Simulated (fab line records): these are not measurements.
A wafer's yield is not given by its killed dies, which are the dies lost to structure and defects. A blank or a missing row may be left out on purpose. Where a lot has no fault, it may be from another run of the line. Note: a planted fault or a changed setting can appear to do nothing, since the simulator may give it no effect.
Which tool was responsible? || flow nand harc || Sampling: 12 lots, 36 wafers, 5 of 1302 route steps

WHAT THE GAUGES READ, wafer by wafer
NHARC_A_M1_CD_MEAS_09: target cd 120 nm.
{"lot": "L483", "measured": "day 23 17:09", "on": "cd sem-02", "cd nm (nm)": "119.6 120.4 119.4"}
{"lot": "L486", "measured": "day 23 23:53", "on": "cd sem-02", "cd nm (nm)": "120.5 121.0 118.4"}
{"lot": "L487", "measured": "day 24 08:30", "on": "cd sem-01", "cd nm (nm)": "120.3 118.4 120.3"}
{"lot": "L488", "measured": "day 24 11:02", "on": "cd sem-02", "cd nm (nm)": "119.2 118.5 118.4"}
{"lot": "L489", "measured": "day 25 16:17", "on": "cd sem-03", "cd nm (nm)": "119.5 120.0 120.4"}
{"lot": "L493", "measured": "day 27 02:37", "on": "cd sem-02", "cd nm (nm)": "119.8 119.0 119.5"}
{"lot": "L498", "measured": "day 28 10:23", "on": "cd sem-03", "cd nm (nm)": "120.8 119.7 119.9"}
{"lot": "L501", "measured": "day 29 19:26", "on": "cd sem-02", "cd nm (nm)": "118.1 119.1 118.1"}
{"lot": "L500", "measured": "day 29 23:17", "on": "cd sem-03", "cd nm (nm)": "120.5 119.5 120.0"}
{"lot": "L505", "measured": "day 31 23:37", "on": "cd sem-01", "cd nm (nm)": "119.4 119.4 117.8"}
{"lot": "L504", "measured": "day 32 03:32", "on": "cd sem-02", "cd nm (nm)": "119.3 119.8 119.9"}
{"lot": "L506", "measured": "day 32 15:29", "on": "cd sem-02", "cd nm (nm)": "120.0 118.1 119.7"}

NHARC_END_SORT_01.
{"lot": "L486", "measured": "day 25 11:32", "on": "prober-01", "defect limited yield (%)": "97.3 96.0 96.2", "killed at array": "18 24 25", "killed at other": "0 1 1", "killed at periphery": "0 2 0", "killed dies": "18 27 26", "killed open": "0 1 1", "killed short": "3 1 4", "sort_bin_2_pct (%)": "1.3 0.9 1.3", "sort_bin_3_pct (%)": "0.3 0.3 0.3", "sort_bin_4_pct (%)": "1.0 2.8 2.2", "sort n pass": "659 650 651", "sort rim yield pct (%)": "93 95 96", "sort yield pct (%)": "97.3 96.0 96.2"}
{"lot": "L487", "measured": "day 25 20:14", "on": "prober-01", "defect limited yield (%)": "94.7 91.3 92.3", "killed at array": "28 57 52", "killed at other": "0 0 0", "killed at periphery": "8 2 0", "killed dies": "36 59 52", "killed open": "3 2 4", "killed short": "5 2 1", "sort_bin_2_pct (%)": "1.6 3.2 3.0", "sort_bin_3_pct (%)": "0.4 0.6 0.6", "sort_bin_4_pct (%)": "3.2 4.9 4.1", "sort n pass": "641 618 625", "sort rim yield pct (%)": "87 85 90", "sort yield pct (%)": "94.7 91.3 92.3"}
{"lot": "L489", "measured": "day 27 00:40", "on": "prober-02", "defect limited yield (%)": "87.4 88.2 89.2", "killed at array": "82 79 66", "killed at other": "0 0 0", "killed at periphery": "3 1 7", "killed dies": "85 80 73", "killed open": "3 2 8", "killed short": "5 3 3", "sort_bin_2_pct (%)": "4.0 3.7 4.0", "sort_bin_3_pct (%)": "1.0 1.0 0.7", "sort_bin_4_pct (%)": "7.5 7.1 6.1", "sort n pass": "592 597 604", "sort rim yield pct (%)": "92 92 81", "sort yield pct (%)": "87.4 88.2 89.2"}
{"lot": "L498", "measured": "day 29 22:18", "on": "prober-02", "defect limited yield (%)": "90.5 89.5 90.8", "killed at array": "58 64 58", "killed at other": "2 1 3", "killed at periphery": "4 6 1", "killed dies": "64 71 62", "killed open": "2 3 1", "killed short": "7 3 0", "sort_bin_2_pct (%)": "2.7 3.5 2.8", "sort_bin_3_pct (%)": "0.9 1.0 1.0", "sort_bin_4_pct (%)": "5.9 5.9 5.3", "sort n pass": "613 606 615", "sort rim yield pct (%)": "95 92 92", "sort yield pct (%)": "90.5 89.5 90.8"}
{"lot": "L501", "measured": "day 31 06:23", "on": "prober-01", "defect limited yield (%)": "91.6 91.6 93.5", "killed at array": "52 46 35", "killed at other": "1 3 0", "killed at periphery": "4 8 9", "killed dies": "57 57 44", "killed open": "5 6 2", "killed short": "2 7 2", "sort_bin_2_pct (%)": "3.1 2.5 1.9", "sort_bin_3_pct (%)": "0.6 0.6 0.7", "sort_bin_4_pct (%)": "4.7 5.3 3.8", "sort n pass": "620 620 633", "sort rim yield pct (%)": "84 89 86", "sort yield pct (%)": "91.6 91.6 93.5"}
{"lot": "L500", "measured": "day 31 15:01", "on": "prober-02", "defect limited yield (%)": "87.9 87.6 90.8", "killed at array": "73 75 59", "killed at other": "0 2 2", "killed at periphery": "9 7 1", "killed dies": "82 84 62", "killed open": "7 1 2", "killed short": "1 3 3", "sort_bin_2_pct (%)": "3.7 4.0 3.2", "sort_bin_3_pct (%)": "0.4 0.7 0.4", "sort_bin_4_pct (%)": "8.0 7.7 5.5", "sort n pass": "595 593 615", "sort rim yield pct (%)": "90 88 88", "sort yield pct (%)": "87.9 87.6 90.8"}
{"lot": "L505", "measured": "day 33 13:04", "on": "prober-02", "defect limited yield (%)": "94.7 94.2 93.6", "killed at array": "31 37 38", "killed at other": "3 1 1", "killed at periphery": "2 1 4", "killed dies": "36 39 43", "killed open": "3 3 4", "killed short": "0 4 4", "sort_bin_2_pct (%)": "1.6 1.2 1.8", "sort_bin_3_pct (%)": "0.4 0.7 0.4", "sort_bin_4_pct (%)": "3.2 3.8 4.1", "sort n pass": "641 638 634", "sort rim yield pct (%)": "91 90 90", "sort yield pct (%)": "94.7 94.2 93.6"}
{"lot": "L504", "measured": "day 33 13:04", "on": "prober-01", "defect limited yield (%)": "97.0 95.9 95.9", "killed at array": "17 26 23", "killed at other": "0 0 2", "killed at periphery": "3 2 3", "killed dies": "20 28 28", "killed open": "3 7 2", "killed short": "0 3 4", "sort_bin_2_pct (%)": "1.2 1.0 0.9", "sort_bin_3_pct (%)": "0.3 0 0.1", "sort_bin_4_pct (%)": "1.5 3.1 3.1", "sort n pass": "657 649 649", "sort rim yield pct (%)": "93 95 96", "sort yield pct (%)": "97.0 95.9 95.9"}

EACH LOT AND THE TOOL THAT RAN IT (in order: tool; ch and the chambers of the sampled wafers; start)
{"lot": "L483", "NHARC_A_M0_STRIP_18": "rie diel-02 ch 0,3, day 23 13:38", "NHARC_A_M0_PRE_CLEAN_29": "pvd sputter-02, day 23 16:00 or earlier", "NHARC_A_M1_SOFTBAKE_04": "litho track-04 ch 0, day 23 16:00"}
{"lot": "L486", "NHARC_A_M0_STRIP_18": "rie diel-02 ch 0,2,3, day 23 20:33", "NHARC_A_M0_PRE_CLEAN_29": "pvd sputter-01, day 23 23:00 or earlier", "NHARC_A_M1_SOFTBAKE_04": "litho track-06 ch 0, day 23 23:00"}
{"lot": "L487", "NHARC_A_M0_STRIP_18": "rie diel-03 ch 0,1,2, day 24 04:40", "NHARC_A_M0_PRE_CLEAN_29": "pvd sputter-03, day 24 08:00 or earlier", "NHARC_A_M1_SOFTBAKE_04": "litho track-06 ch 0, day 24 08:00"}
{"lot": "L488", "NHARC_A_M0_STRIP_18": "rie diel-06 ch 1,2, day 24 07:34", "NHARC_A_M0_PRE_CLEAN_29": "pvd sputter-03, day 24 10:00 or earlier", "NHARC_A_M1_SOFTBAKE_04": "litho track-06 ch 0, day 24 10:00"}
{"lot": "L489", "NHARC_A_M0_STRIP_18": "rie diel-03 ch 1,2, day 25 12:47", "NHARC_A_M0_PRE_CLEAN_29": "pvd sputter-02, day 25 15:00 or earlier", "NHARC_A_M1_SOFTBAKE_04": "litho track-06 ch 0, day 25 15:00"}
{"lot": "L493", "NHARC_A_M0_STRIP_18": "rie diel-02 ch 0,1,3, day 26 23:06", "NHARC_A_M0_PRE_CLEAN_29": "pvd sputter-01, day 27 02:00 or earlier", "NHARC_A_M1_SOFTBAKE_04": "litho track-04 ch 0, day 27 02:00"}
{"lot": "L498", "NHARC_A_M0_STRIP_18": "rie diel-06 ch 0,1,2, day 28 06:37", "NHARC_A_M0_PRE_CLEAN_29": "pvd sputter-02, day 28 09:00 or earlier", "NHARC_A_M1_SOFTBAKE_04": "litho track-01 ch 0, day 28 09:00"}
{"lot": "L501", "NHARC_A_M0_STRIP_18": "rie diel-02 ch 0,3, day 29 15:56", "NHARC_A_M0_PRE_CLEAN_29": "pvd sputter-03, day 29 18:00 or earlier", "NHARC_A_M1_SOFTBAKE_04": "litho track-06 ch 0, day 29 18:00"}
{"lot": "L500", "NHARC_A_M0_STRIP_18": "rie diel-03 ch 0,1,3, day 29 19:52", "NHARC_A_M0_PRE_CLEAN_29": "pvd sputter-03, day 29 22:00 or earlier", "NHARC_A_M1_SOFTBAKE_04": "litho track-06 ch 0, day 29 22:00"}
{"lot": "L505", "NHARC_A_M0_STRIP_18": "rie diel-06 ch 2,3, day 31 20:08", "NHARC_A_M0_PRE_CLEAN_29": "pvd sputter-01, day 31 23:00 or earlier", "NHARC_A_M1_SOFTBAKE_04": "litho track-01 ch 0, day 31 23:00"}
{"lot": "L504", "NHARC_A_M0_STRIP_18": "rie diel-02 ch 0,1,3, day 32 00:01", "NHARC_A_M0_PRE_CLEAN_29": "pvd sputter-02, day 32 03:00 or earlier", "NHARC_A_M1_SOFTBAKE_04": "litho track-04 ch 0, day 32 03:00"}
{"lot": "L506", "NHARC_A_M0_STRIP_18": "rie diel-06 ch 0,2,3, day 32 12:03", "NHARC_A_M0_PRE_CLEAN_29": "pvd sputter-01, day 32 15:00 or earlier", "NHARC_A_M1_SOFTBAKE_04": "litho track-06 ch 0, day 32 15:00"}
- NHARC_A_M0_STRIP_18: strips in N2/H2.
- NHARC_A_M0_PRE_CLEAN_29: time 30 s.
- NHARC_A_M1_SOFTBAKE_04: time 55 s.

AS READ BY THE TOOLS THEMSELVES (means over the sampled wafers that have a number; for cases with no such wafer, the mark the record gives instead)
NHARC_A_M0_STRIP_18.
{"lot": "L483", "tool": "rie diel-02", "drypump motor current A (A)": 5.2, "oes product au (a.u.)": 0.995, "rf vpp V (V)": 89.2, "showerhead plenum p Torr (Torr)": 2.01, "throttle valve pct (%)": 14.174}
{"lot": "L486", "tool": "rie diel-02", "drypump motor current A (A)": 5.5, "oes product au (a.u.)": 0.998, "rf vpp V (V)": 89.9, "showerhead plenum p Torr (Torr)": 2.04, "throttle valve pct (%)": 14.175}
{"lot": "L487", "tool": "rie diel-03", "drypump motor current A (A)": 5.7, "oes product au (a.u.)": 1.005, "rf vpp V (V)": 89.7, "showerhead plenum p Torr (Torr)": 1.96, "throttle valve pct (%)": 14.178}
{"lot": "L488", "tool": "rie diel-06", "drypump motor current A (A)": 6.2, "oes product au (a.u.)": 1.013, "rf vpp V (V)": 90.7, "showerhead plenum p Torr (Torr)": 2.11, "throttle valve pct (%)": 14.175}
{"lot": "L489", "tool": "rie diel-03", "drypump motor current A (A)": 6.0, "oes product au (a.u.)": 1.014, "rf vpp V (V)": 90.2, "showerhead plenum p Torr (Torr)": 1.94, "throttle valve pct (%)": 14.177}
{"lot": "L493", "tool": "rie diel-02", "drypump motor current A (A)": 5.2, "oes product au (a.u.)": 0.987, "rf vpp V (V)": 89.8, "showerhead plenum p Torr (Torr)": 2.01, "throttle valve pct (%)": 14.170}
{"lot": "L498", "tool": "rie diel-06", "drypump motor current A (A)": 5.9, "oes product au (a.u.)": 1.006, "rf vpp V (V)": 90.4, "showerhead plenum p Torr (Torr)": 2.07, "throttle valve pct (%)": 14.172}
{"lot": "L501", "tool": "rie diel-02", "drypump motor current A (A)": 5.5, "oes product au (a.u.)": 0.994, "rf vpp V (V)": 90.4, "showerhead plenum p Torr (Torr)": 2.09, "throttle valve pct (%)": 14.171}
{"lot": "L500", "tool": "rie diel-03", "drypump motor current A (A)": 5.3, "oes product au (a.u.)": 0.996, "rf vpp V (V)": 89.7, "showerhead plenum p Torr (Torr)": 1.96, "throttle valve pct (%)": 14.171}
{"lot": "L505", "tool": "rie diel-06", "drypump motor current A (A)": 6.1, "oes product au (a.u.)": 1.016, "rf vpp V (V)": 91.2, "showerhead plenum p Torr (Torr)": 1.97, "throttle valve pct (%)": 14.168}
{"lot": "L504", "tool": "rie diel-02", "drypump motor current A (A)": 5.2, "oes product au (a.u.)": 0.996, "rf vpp V (V)": 89.7, "showerhead plenum p Torr (Torr)": 2.01, "throttle valve pct (%)": 14.170}
{"lot": "L506", "tool": "rie diel-06", "drypump motor current A (A)": 6.0, "oes product au (a.u.)": 1.006, "rf vpp V (V)": 90.4, "showerhead plenum p Torr (Torr)": 1.99, "throttle valve pct (%)": 14.174}

NHARC_A_M0_PRE_CLEAN_29.
{"lot": "L483", "tool": "pvd sputter-02", "heater power w (W)": 404}
{"lot": "L486", "tool": "pvd sputter-01", "heater power w (W)": 418}
{"lot": "L487", "tool": "pvd sputter-03", "heater power w (W)": 423}
{"lot": "L488", "tool": "pvd sputter-03", "heater power w (W)": 395}
{"lot": "L489", "tool": "pvd sputter-02", "heater power w (W)": 390}
{"lot": "L493", "tool": "pvd sputter-01", "heater power w (W)": 414}
{"lot": "L498", "tool": "pvd sputter-02", "heater power w (W)": 388}
{"lot": "L501", "tool": "pvd sputter-03", "heater power w (W)": 424}
{"lot": "L500", "tool": "pvd sputter-03", "heater power w (W)": 399}
{"lot": "L505", "tool": "pvd sputter-01", "heater power w (W)": 446}
{"lot": "L504", "tool": "pvd sputter-02", "heater power w (W)": 385}
{"lot": "L506", "tool": "pvd sputter-01", "heater power w (W)": 445}

NHARC_A_M1_SOFTBAKE_04.
{"lot": "L483", "tool": "litho track-04", "heater power total W (W)": 188.40}
{"lot": "L486", "tool": "litho track-06", "heater power total W (W)": 188.36}
{"lot": "L487", "tool": "litho track-06", "heater power total W (W)": 188.36}
{"lot": "L488", "tool": "litho track-06", "heater power total W (W)": 193.49}
{"lot": "L489", "tool": "litho track-06", "heater power total W (W)": 193.41}
{"lot": "L493", "tool": "litho track-04", "heater power total W (W)": 188.44}
{"lot": "L498", "tool": "litho track-01", "heater power total W (W)": 188.35}
{"lot": "L501", "tool": "litho track-06", "heater power total W (W)": 188.57}
{"lot": "L500", "tool": "litho track-06", "heater power total W (W)": 188.47}
{"lot": "L505", "tool": "litho track-01", "heater power total W (W)": 188.35}
{"lot": "L504", "tool": "litho track-04", "heater power total W (W)": 188.36}
{"lot": "L506", "tool": "litho track-06", "heater power total W (W)": 188.33}

THE ANSWER, worked out from the rows above alone
Rule: usual is defined by the lots themselves. The widest of any qualifying gaps counts: lots, ordered by their means at a reading, are off when they make up no more than a third of the lots, leave a main group of 4 or more, and stand apart from it by 3 or more times the standard deviation of that group's means. Not used: any main group whose means are identical at the precision the tables above print for the reading. Also off: a lot with no number at a reading for which 4 or more lots have one. Where the step has rows for the other lots, those lots are counted as sound. The gauges are gone through in route order, then the tools' own readings, and for those a lot's mean is taken as printed above. At the first step where some lot is off, the reading lying furthest off is the one used; lots without a number count as furthest.
Off: L488, L489 (NHARC_A_M1_SOFTBAKE_04, heater power total W). The main group has a mean of 188.40 W with a standard deviation of 0.071.
If a tool, at that step or one of the process steps before it, ran each lot that is off and ran no sound lot following the first of them, it fits. Because NHARC_A_M0_PRE_CLEAN_29 lacks a start for some lots, the hours and order of its lots are taken from NHARC_A_M1_SOFTBAKE_04. Not one of the candidates tried fits.

WHAT THE SIMULATOR HAD PUT IN
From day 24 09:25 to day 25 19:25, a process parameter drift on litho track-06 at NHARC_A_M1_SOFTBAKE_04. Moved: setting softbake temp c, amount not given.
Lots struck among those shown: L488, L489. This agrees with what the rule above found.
